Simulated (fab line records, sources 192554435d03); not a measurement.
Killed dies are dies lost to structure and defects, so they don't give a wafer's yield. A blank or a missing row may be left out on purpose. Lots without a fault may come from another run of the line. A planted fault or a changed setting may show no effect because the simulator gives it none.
One fault seen from 2 desks | flow n5_finfet | each desk has only its own numbers; what lay behind them comes last

THE METROLOGY DESK
What the gauges read, lot by lot, whatever tool the lot ran on: means of the sampled wafers that have a number. A lot is out of limits, marked OUT, if its mean lies more than 4 standard deviations from the usual mean; the brackets give that distance. Of its 11 readings 7 are shown: those that lie furthest out on some lot.
Columns: A = cd_nm at N5_DUMMY_GATE_CD_MEAS_50, usual 13.8 nm; B = DIBL_N at N5_BEOL_M4_RC_MEAS_101, usual 37.5 mV/V; C = DIBL_P at N5_BEOL_M4_RC_MEAS_101, usual 37.5 mV/V; D = ION_N at N5_BEOL_M4_RC_MEAS_101, usual 677 uA/um; E = ION_P at N5_BEOL_M4_RC_MEAS_101, usual 464 uA/um; F = SS_N at N5_BEOL_M4_RC_MEAS_101, usual 72.0 mV/dec; G = VT_P at N5_BEOL_M4_RC_MEAS_101, usual -249 mV
lot  | first seen here | A    | B    | C    | D   | E   | F    | G
L489 | day 4 00:01     | 13.6 | 38.4 | 36.3 | 674 | 467 | 72.2 | -246
L493 | day 4 23:29     | 13.9 | 37.7 | 39.0 | 679 | 468 | 71.7 | -247
L497 | day 6 02:49     | 14.4 | 38.6 | 37.0 | 666 | 460 | 72.0 | -251
L502 | day 7 04:20     | 13.7 | 35.4 | 35.9 | 674 | 470 | 71.2 | -252
L506 | day 8 05:44     | 13.9 | 37.6 | 36.5 | 674 | 456 | 72.1 | -252
This desk's finding: nothing out of limits on any of the 5 lots.

THE TOOL OWNER'S DESK: rie_si-02
The tool's own readings at N5_DUMMY_GATE_ETCH_23 (etches poly-Si in HBr/Cl2/O2, target depth 41 nm, time 22.3 s): means of the sampled wafers that have a number, for each lot that ran on this tool. A lot is out of limits, marked OUT, if its mean lies more than 4 standard deviations from the usual mean; the brackets give that distance.
Columns: A = HBr_flow_sccm at N5_DUMMY_GATE_ETCH_23, usual 150.0 sccm; B = drypump_motor_current_A at N5_DUMMY_GATE_ETCH_23, usual 6.0 A; C = oes_product_au at N5_DUMMY_GATE_ETCH_23, usual 1.012 a.u.; D = throttle_valve_pct at N5_DUMMY_GATE_ETCH_23, usual 37.5 %
lot  | first seen here | A     | B   | C     | D
L493 | day 4 23:49     | 149.9 | 5.9 | 1.010 | 37.5
L497 | day 6 03:08     | 149.8 | 5.9 | 0.959 | 37.3
This desk's finding: nothing out of limits on any of the 2 lots.

PUT TOGETHER
The metrology desk saw nothing out of limits.
The tool owner's desk saw nothing out of limits.

WHAT THE SIMULATOR HAD PUT IN
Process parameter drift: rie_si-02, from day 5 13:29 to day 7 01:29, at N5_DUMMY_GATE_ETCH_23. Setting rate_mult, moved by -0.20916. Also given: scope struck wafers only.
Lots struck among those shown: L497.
